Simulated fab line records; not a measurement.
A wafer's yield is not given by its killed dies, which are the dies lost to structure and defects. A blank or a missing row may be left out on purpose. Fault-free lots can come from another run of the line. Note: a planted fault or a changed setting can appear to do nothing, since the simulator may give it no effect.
A lot that was struck, set against a sound lot + flow nandHarc + 18 steps out of a route of 1159
Sound: wafers L248.3, L248.4, L248.6. Wafers struck: L254.1, L254.2, L254.6. The cause comes at the end.
At each step with rows: each side's tool, then ch and its chambers, then its first start. Under that, the readings that differ: sound wafers + struck wafers + difference of the means + sigmas: that difference in standard deviations of wafers without a fault.
alike: words and numbers the same on both sides, and readings whose means are apart by under 2 such deviations; not compared: readings that were withheld, readings missing a value for some wafer, numbers with overlapping values and no deviation given by the record, and bounds like >300 which may hide the same value.
The two part at a step that has a row with sigmas, a row that says differs or no value, or rows on one side only. Non-overlapping numbers with no deviation appear without sigmas and do not part them. A reading that every wafer of one side lacks parts them only if that side has two wafers or more.

NHARC_A_ONON_D1_THK_MEAS_34: measures by ellipsometry.
  sound on filmMetro-02, day 8 10:11; struck on filmMetro-01, day 9 11:37
  alike: thkNm
NHARC_A_ONON_D1_INSPECT_32:
  sound on defectInspect-02, day 8 10:14; struck on defectInspect-01, day 9 11:41
  alike: rawDefectCount
NHARC_A_CHANNEL_HOLE_D1_DEP_00: deposits aC, target thk 3100 nm.
  sound on aclDep-01 ch 0, day 8 12:58; struck on aclDep-03 ch 0, day 9 11:45
  alike: throttleValvePct
NHARC_A_CHANNEL_HOLE_D1_DEP_01: deposits SiON, target thk 140 nm.
  sound on pecvd-01 ch 1,2, day 8 14:19; struck on pecvd-01 ch 1,2, day 9 13:43
  alike: heaterPowerW
then, 7 steps without rows for these wafers: NHARC_A_CHANNEL_HOLE_D1_DEHYDRATE_02 (time 120 s); NHARC_A_CHANNEL_HOLE_D1_HMDS_03 (time 30 s); NHARC_A_CHANNEL_HOLE_D1_COAT_36 (time 75 s); NHARC_A_CHANNEL_HOLE_D1_COAT_37 (time 65 s); NHARC_A_CHANNEL_HOLE_D1_COAT_04 (resist thk 90 nm); NHARC_A_CHANNEL_HOLE_D1_SOFTBAKE_05 (time 55 s); NHARC_A_CHANNEL_HOLE_D1_EBR_06.
NHARC_A_CHANNEL_HOLE_D1_EXPOSE_07: exposes mask HOLE D1, target cd 100 nm.
  sound on arfiScanner-01 ch 0, day 8 14:50; struck on arfiScanner-02 ch 0, day 9 14:08
| reading                                 | sound                | struck            | difference | sigmas |
|-----------------------------------------|----------------------|-------------------|------------|--------|
| model.A_CHANNEL_HOLE_D1.overlayXNm (nm) | 0.1352 0.1352 0.1352 | 5.466 5.466 5.466 | +5.331     |        |
  alike: mask, exposureDoseMJCm2
then, 2 steps without rows for these wafers: NHARC_A_CHANNEL_HOLE_D1_PEB_08 (peb time 65 s); NHARC_A_CHANNEL_HOLE_D1_DEVELOP_09 (develop time 35 s).
NHARC_A_CHANNEL_HOLE_D1_CD_MEAS_10: the cd target is 100 nm.
  sound on cdSem-02 ch 0, day 8 14:59; struck on cdSem-01 ch 0, day 9 14:17
  alike: cdNm
NHARC_A_CHANNEL_HOLE_D1_OVL_MEAS_11:
  sound on overlay-01, day 8 15:04; struck on overlay-02, day 9 14:22
| reading         | sound       | struck      | difference | sigmas |
|-----------------|-------------|-------------|------------|--------|
| overlayXNm (nm) | 0.0 0.3 0.3 | 5.9 4.8 5.3 | +5.1       | +7     |
  alike: overlayYNm
NHARC_A_CHANNEL_HOLE_D1_INSPECT_12:
  sound on defectInspect-01, day 8 15:06; struck on defectInspect-01, day 9 14:24
  alike: rawDefectCount
after that, 1 step had no rows for these wafers: NHARC_END_SORT_01.

== WHERE THEY PART ==
Only at NHARC_A_CHANNEL_HOLE_D1_OVL_MEAS_11, as far as this record shows. Later steps at which nothing parts them and some readings are alike: NHARC_A_CHANNEL_HOLE_D1_INSPECT_12.

WHY: the cause the simulator had injected
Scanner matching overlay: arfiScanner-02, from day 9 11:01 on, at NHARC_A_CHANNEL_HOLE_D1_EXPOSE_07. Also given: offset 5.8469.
